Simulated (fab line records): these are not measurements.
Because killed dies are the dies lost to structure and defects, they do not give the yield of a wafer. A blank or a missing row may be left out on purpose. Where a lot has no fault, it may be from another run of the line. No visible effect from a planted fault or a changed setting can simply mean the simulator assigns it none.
Struck lot and sound lot, side by side + flow n5 finfet + 15 out of 1938 route steps
Sound: these wafers, L804.2, L804.4, L804.6. Struck: wafer L814.6. (L814.2, L814.4 of the same lot were not struck and are left out.) The cause comes at the end.
Order at every step that has rows: each side's tool, ch and its chambers, its first start. Under that, the readings that differ: sound wafers + struck wafers + difference of the means + sigmas: that difference in standard deviations of wafers without a fault.
alike: words and numbers the same on both sides, and readings whose means are apart by under 2 such deviations; not compared: readings that were withheld, readings missing a value for some wafer, numbers with overlapping values and no deviation given by the record, and bounds like >300 which may hide the same value.
The two part at a step that has a row with sigmas, a row that says differs or no value, or rows on one side only. Non-overlapping numbers with no deviation appear without sigmas and do not part them. Lack of a reading on every wafer of one side parts them only where that side has two or more wafers.

first, 8 steps without rows for these wafers: N5_BEOL_M5_COAT_60 (time 60 s, resist thk 12 nm); N5_BEOL_M5_COAT_71 (time 60 s, resist thk 5 nm); N5_BEOL_M5_COAT_05 (resist thk 30 nm); N5_BEOL_M5_EBR_07; N5_BEOL_M5_SOFTBAKE_06 (time 60 s); N5_BEOL_M5_EXPOSE_08 (exposes mask M5, target cd 28 nm); N5_BEOL_M5_PEB_09 (peb time 60 s); N5_BEOL_M5_DEVELOP_10 (develop time 30 s).
N5_BEOL_M5_CD_MEAS_11 targets a cd of 27.74 nm.
  sound on cd sem-01 ch 0, day 10 00:34; struck on cd sem-02 ch 0, day 12 22:50
  alike: cd nm
N5_BEOL_M5_OVL_MEAS_12:
  sound on overlay-01 ch 0, day 10 00:37; struck on overlay-01 ch 0, day 12 22:52
  alike: M5_OVL
N5_BEOL_M5_INSPECT_13: inspects for defects (brightfield).
  sound: defect inspect-01 at day 10 00:40; struck: defect inspect-02 at day 12 22:55
  alike: raw defect count
N5_BEOL_M5_DESCUM_16: chemistry O2, time 7 s.
  sound on rie diel-02 ch 0,2, day 10 00:41; struck on rie diel-03 ch 1, day 12 22:58
  alike: drypump motor current A, oes product au, rf vpp V, showerhead plenum p Torr, throttle valve pct
  not compared: rf hours counter h
N5_BEOL_M5_ETCH_72: etches underlayer in N2/H2, target depth 6.5 nm, time 5.2 s.
  sound on rie diel-02 ch 0,2, day 10 00:44; struck on rie diel-03 ch 1, day 12 22:59
| reading               | sound             | struck | difference | sigmas |
|-----------------------|-------------------|--------|------------|--------|
| bias w (W)            | 149.8 150.5 149.8 | 133.0  | -17.0      | -37    |
| etch rf on time s (s) | 5.27 5.19 5.14    | 5.45   | +0.25      | +3     |
| rf vpp V (V)          | 527.8 526.9 524.3 | 489.6  | -36.7      | -14    |
  alike: drypump motor current A, oes product au, showerhead plenum p Torr, throttle valve pct
  not compared: rf hours counter h
N5_BEOL_M5_ETCH_61: etches SiARC in CF4, target depth 15.6 nm, time 26 s.
  sound on rie diel-02 ch 0,2, day 10 00:44; struck on rie diel-03 ch 1, day 12 23:01
  alike: bias w, drypump motor current A, etch rf on time s, oes product au, rf vpp V, showerhead plenum p Torr, throttle valve pct
  not compared: rf hours counter h
-- record jumps: 4 days separate the struck wafers' starts on either side; left off in module BEOL_M5, taken up again in module PASSIVATION, whose first shown step is the route's number 1936 --
N5_PASSIVATION_PROBE_49:
  sound: prober-01 at day 14 11:27; struck: prober-01 at day 17 09:14
| reading                  | sound          | struck | difference | sigmas |
|--------------------------|----------------|--------|------------|--------|
| defect limited yield (%) | 92.5 91.9 91.9 | 87.1   | -5.0       | -4     |
| killed at contacts       | 18 12 18       | 46     | +30        | +4     |
| killed dies              | 89 96 95       | 152    | +59        | +3     |
| killed open              | 67 71 67       | 100    | +32        | +3     |
| killed short             | 22 25 28       | 47     | +22        | +3     |
| sort_bin_5_function (%)  | 4.5 5.3 5.3    | 7.8    | +2.8       | +3     |
| sort_bin_6_memory (%)    | 3.0 2.8 2.4    | 4.5    | +1.8       | +3     |
| sort n pass              | 1091 1084 1085 | 1028   | -59        | -3     |
| sort yield pct (%)       | 92.5 91.9 91.9 | 87.1   | -5.0       | -4     |
  alike: killed_at_M0_to_M3, killed_at_M4_up, killed at front end, killed at other

WHERE THEY PART
At N5_BEOL_M5_ETCH_72 first; at N5_PASSIVATION_PROBE_49 last (within this record only).

WHY: what had been put in by the simulator
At N5_BEOL_M5_ETCH_72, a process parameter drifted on rie diel-03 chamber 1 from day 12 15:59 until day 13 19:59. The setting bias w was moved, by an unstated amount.
